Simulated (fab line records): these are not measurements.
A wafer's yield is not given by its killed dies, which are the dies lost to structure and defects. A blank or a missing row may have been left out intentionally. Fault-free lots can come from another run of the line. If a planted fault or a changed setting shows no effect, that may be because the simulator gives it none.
2 desks looking at one fault -- flow n5Finfet -- each desk holds nothing but its own numbers, with what lay behind them at the end

== AT THE TOOL OWNER'S DESK: lithoTrack-01 ==
The tool's own readings at N5_BEOL_M1_COAT_76 (time 60 s, resist thk 5 nm): means of the sampled wafers that have a number, for each lot that ran on this tool. A lot is out of limits, marked OUT, if its mean lies more than 4 standard deviations from the usual mean; the brackets give that distance.
Columns: A = chillPlateTempC at N5_BEOL_M1_COAT_76, usual 22.98 C; B = dispensePressureKPa at N5_BEOL_M1_COAT_76, usual 51.5 kPa; C = heaterPowerTotalW at N5_BEOL_M1_COAT_76, usual 391.9 W; D = runLengthS at N5_BEOL_M1_COAT_76, usual 66.30 s
lot,first seen here,A,B,C,D
L533,day 8 17:56,22.96,50.2,393.4,66.33
L537,day 9 16:44,22.98,50.2,466.5 (+57) OUT,51.06 (-99 or more) OUT
L540,day 10 17:07,22.90,50.2,428.9 (+28) OUT,58.63 (-77) OUT
L541,day 11 04:44,22.92,50.2,430.6 (+30) OUT,58.61 (-77) OUT
This desk's finding: out of limits on L537, L540, L541; first on L537, day 9 16:44 (heaterPowerTotalW at N5_BEOL_M1_COAT_76). Within limits: L533.

== FROM THE METROLOGY DESK ==
Lot by lot, what the gauges showed, no matter which tool ran the lot: averages of those sampled wafers that carry a number. A lot is out of limits, marked OUT, if its mean lies more than 4 standard deviations from the usual mean; the brackets give that distance. Shown here are 7 of its 11 readings, the ones lying furthest out on some lot.
Columns: A = cdNm at N5_BEOL_M1_CD_MEAS_18, usual 18.1 nm; B = DIBL_N at N5_BEOL_M4_RC_MEAS_101, usual 36.6 mV/V; C = DIBL_P at N5_BEOL_M4_RC_MEAS_101, usual 37.1 mV/V; D = IOFF_P at N5_BEOL_M4_RC_MEAS_101, usual 0.23 nA/um; E = ION_P at N5_BEOL_M4_RC_MEAS_101, usual 467 uA/um; F = SS_P at N5_BEOL_M4_RC_MEAS_101, usual 73.4 mV/dec; G = VT_N at N5_BEOL_M4_RC_MEAS_101, usual 249 mV
lot,first seen here,A,B,C,D,E,F,G
L524,day 6 11:10,18.6,36.9,38.1,0.21,465,73.0,251
L533,day 8 17:53,17.7,36.5,38.4,0.27,475,74.2,244
L534,day 9 06:03,18.3,34.7,36.2,0.24,471,73.6,249
L537,day 9 16:43,17.6,36.2,37.0,0.22,465,73.3,250
L540,day 10 17:04,18.0,39.2,37.2,0.24,470,73.5,247
L541,day 11 04:41,18.0,37.9,39.6,0.29,478,74.2,245
L545,day 11 22:54,18.4,36.3,35.4,0.22,470,73.8,248
This desk's finding: nothing out of limits on any of the 7 lots.

== TAKEN TOGETHER ==
The tool owner's desk could have raised an alarm at day 9 16:44, on L537, L540, L541.
Nothing out of limits was seen by the metrology desk.
The metrology desk holds a record of L537, L540, L541, inside its limits.
Every lot named ran N5_BEOL_M1_COAT_76 on lithoTrack-01.

== WHAT THE SIMULATOR HAD INSERTED ==
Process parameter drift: lithoTrack-01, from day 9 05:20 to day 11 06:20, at N5_BEOL_M1_COAT_76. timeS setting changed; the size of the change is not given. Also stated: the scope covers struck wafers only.
Lots struck among those shown: L537, L540, L541.
Time in hours from fault onset to the first out-of-limits reading at each desk: the tool owner's desk, 11.
